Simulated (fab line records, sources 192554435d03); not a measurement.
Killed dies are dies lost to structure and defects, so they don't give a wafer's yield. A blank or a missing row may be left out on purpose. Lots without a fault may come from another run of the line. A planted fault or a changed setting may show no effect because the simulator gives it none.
One fault seen from 3 desks | flow n5_finfet | each desk has only its own numbers; what lay behind them comes last
Where a reading is given only as a bound, like >300, the bound stands for it, and a mean or a difference that rests on one is marked > or <: the true number lies beyond.

THE DEFECT DESK
What the inspections along the route counted, lot by lot: means of the sampled wafers that have a number. A lot is out of limits, marked OUT, if its mean lies more than 4 standard deviations from the usual mean; the brackets give that distance.
Columns: A = raw_defect_count at N5_SPACER0_INSPECT_04, usual 151; B = raw_defect_count at N5_SD_EPI_N_INSPECT_11, usual 2.0; C = raw_defect_count at N5_SD_EPI_N_INSPECT_26, usual 221; D = raw_defect_count at N5_SD_ACTIVATION_INSPECT_02, usual 196
lot  | first seen here | A              | B               | C              | D
L898 | day 3 02:30     | 180            | 2.0             | 218            | 214
L906 | day 5 05:03     | 153            | 1.3             | 241            | 228
L908 | day 5 16:08     | 153            | 3.0             | 196            | 164
L911 | day 6 08:34     | 395 (+6.2) OUT | >101 (>+83) OUT | 449 (+4.7) OUT | 440 (+6.0) OUT
L917 | day 7 20:52     | 137            | 1.0             | 177            | 201
L920 | day 8 12:07     | 157            | 2.0             | 225            | 175
L921 | day 8 23:41     | 190            | 2.0             | 254            | 233
This desk's finding: out of limits on L911; first on L911, day 6 08:34 (raw_defect_count at N5_SPACER0_INSPECT_04). In limits: L898, L906, L908, L917, L920, L921.

THE TOOL OWNER'S DESK: ald_sin-01
The tool's own readings at N5_SPACER0_ALD_00 (deposits SiOCN, target thk 3.5 nm, pulse time 3 s, purge time 2 s): means of the sampled wafers that have a number, for each lot that ran on this tool. A lot is out of limits, marked OUT, if its mean lies more than 4 standard deviations from the usual mean; the brackets give that distance.
Columns: A = heater_power_w at N5_SPACER0_ALD_00, usual 858 W; B = precursor_pulse_height_rel at N5_SPACER0_ALD_00, usual 1.004
lot  | first seen here | A   | B
L906 | day 5 04:38     | 858 | 1.007
L908 | day 5 15:43     | 877 | 1.002
L911 | day 6 08:09     | 847 | 1.006
This desk's finding: nothing out of limits on any of the 3 lots.

THE METROLOGY DESK
What the gauges read, lot by lot, whatever tool the lot ran on: means of the sampled wafers that have a number. A lot is out of limits, marked OUT, if its mean lies more than 4 standard deviations from the usual mean; the brackets give that distance. Of its 10 readings 7 are shown: those that lie furthest out on some lot.
Columns: A = DIBL_N at N5_BEOL_M4_RC_MEAS_101, usual 36.4 mV/V; B = IOFF_N at N5_BEOL_M4_RC_MEAS_101, usual 0.159 nA/um; C = IOFF_P at N5_BEOL_M4_RC_MEAS_101, usual 0.21 nA/um; D = ION_N at N5_BEOL_M4_RC_MEAS_101, usual 670 uA/um; E = SS_N at N5_BEOL_M4_RC_MEAS_101, usual 71.5 mV/dec; F = VT_N at N5_BEOL_M4_RC_MEAS_101, usual 250 mV; G = VT_P at N5_BEOL_M4_RC_MEAS_101, usual -250 mV
lot  | first seen here | A    | B     | C    | D   | E    | F   | G
L898 | day 8 20:48     | 36.3 | 0.156 | 0.20 | 668 | 71.3 | 250 | -252
L908 | day 11 11:47    | 37.1 | 0.168 | 0.19 | 672 | 71.9 | 251 | -254
L906 | day 11 16:36    | 35.2 | 0.148 | 0.17 | 667 | 72.0 | 251 | -254
L911 | day 12 14:15    | 38.5 | 0.197 | 0.22 | 684 | 72.0 | 247 | -250
L917 | day 13 05:46    | 37.5 | 0.173 | 0.23 | 672 | 71.8 | 247 | -249
L920 | day 14 19:29    | 35.5 | 0.157 | 0.22 | 666 | 71.4 | 251 | -249
L921 | day 14 23:20    | 34.2 | 0.137 | 0.23 | 663 | 71.2 | 251 | -246
This desk's finding: nothing out of limits on any of the 7 lots.

PUT TOGETHER
The defect desk could have raised an alarm at day 6 08:34, on L911.
The tool owner's desk saw nothing out of limits.
The metrology desk saw nothing out of limits.
The tool owner's desk has L911 on record, within its limits.
The metrology desk has L911 on record, within its limits.
Of the lots named, all ran N5_SPACER0_ALD_00 on ald_sin-01.

WHAT THE SIMULATOR HAD PUT IN
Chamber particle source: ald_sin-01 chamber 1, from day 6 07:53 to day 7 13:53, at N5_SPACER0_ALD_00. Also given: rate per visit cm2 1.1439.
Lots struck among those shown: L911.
Hours from the fault's start to each desk's first reading out of limits: the defect desk, 1.
